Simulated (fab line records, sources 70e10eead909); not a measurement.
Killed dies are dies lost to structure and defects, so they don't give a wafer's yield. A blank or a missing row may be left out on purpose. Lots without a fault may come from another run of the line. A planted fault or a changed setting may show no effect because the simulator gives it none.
Problem report in the 8D (eight disciplines) form, filled by code | flow nand_harc | the parts of the form that need people (team, actions taken, sign-off) are left out

1. THE PROBLEM
cd_nm at NHARC_A_SGD_CUT_CD_MEAS_09 reads a mean of 110.1 nm on 9 wafers of 3 lots; wafers without a fault read 100.1 nm with a standard deviation of 0.43. That is +23 standard deviations from the usual mean.
The step: target cd 100 nm.
First seen on wafer L391.2, day 24 00:18, on cd_sem-02. The record holds 36 wafers of 12 lots with a number at this step. Rule for "out", or "out of limits": more than 4 standard deviations from the usual mean. The other wafers with a number count as sound.

2. WHAT IT IS AND WHAT IT IS NOT
question                    | is                              | is not
which readings at this step | cd_nm                           | -
which lots                  | L391, L398, L399                | L381, L382, L383, L385, L387, L388, L397, L402, L403
which wafers of those lots  | all that have a number          | -
read on which gauges        | cd_sem-01, cd_sem-02, cd_sem-03 | -
when                        | from day 24 00:18               | up to then (18 sound wafers); but 9 sound wafers of L397, L402, L403 came after

3. SUSPECTS, AND WHAT RULES EACH OUT
Counting: a tool at a process step up to the reading stays a suspect if it ran every lot that is out and no sound lot after the first of them.
- the gauge at NHARC_A_SGD_CUT_CD_MEAS_09: ruled out. The wafers that are out were read on 3 gauges (cd_sem-01, cd_sem-02, cd_sem-03).
- cmp-02 at NHARC_A_STAIRCASE_CMP_450 (polishes SiO2, target thk 200 nm): ruled out as a lasting fault. Sound lots L397, L403 ran on it after its first lot that is out, L391 (day 23 21:42).
- arfi_scanner-01 at NHARC_A_SGD_CUT_EXPOSE_06 (exposes mask SGD): kept. It ran every lot that is out, first L391 (day 24 00:10), and no sound lot after that; its last sound lot up to then is L388 (day 22 12:09). Its own readings are out on those wafers: exposure_dose_mJ_cm2.
Left after counting: arfi_scanner-01 at NHARC_A_SGD_CUT_EXPOSE_06.

4. THE CAUSE (what the simulator had put in)
Process parameter drift: arfi_scanner-01, from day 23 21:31 on, at NHARC_A_SGD_CUT_EXPOSE_06. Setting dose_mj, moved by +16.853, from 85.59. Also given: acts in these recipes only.
Counting left only this tool.

5. THE CHAIN OF EFFECTS, in route order
Each row: a reading whose mean over the struck wafers that have a number lies more than 3 standard deviations from the usual. Only readings for which the record gives a usual standard deviation are gone through. hours: the time from each lot's start at the first step in this table that gives one to its start at this step, as a median over the lots. sigmas: the change in usual standard deviations.
hours | step                       | reading              | usual    | on struck wafers | change | sigmas
0     | NHARC_A_SGD_CUT_EXPOSE_06  | exposure_dose_mJ_cm2 | 85.60    | 98.53            | +12.93 | +99 or more
0     | NHARC_A_SGD_CUT_CD_MEAS_09 | cd_nm                | 100.1 nm | 110.1            | +10.0  | +23
The process steps in it:
- NHARC_A_SGD_CUT_EXPOSE_06: exposes mask SGD.

6. WHAT WOULD HAVE CAUGHT IT SOONER
In this record the first reading out of limits at a measuring or inspecting step was taken at day 24 00:18, 3 hours after the fault began at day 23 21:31.
The tool's own readings at NHARC_A_SGD_CUT_EXPOSE_06 were out on every struck wafer that the step has a row for (exposure_dose_mJ_cm2): an alarm limit on them would have fired on the first of those.
Of the lots that are out (3), L398, L399 began NHARC_A_SGD_CUT_EXPOSE_06 on arfi_scanner-01 after day 24 00:18. A hold on the tool at that time would have spared those 2.
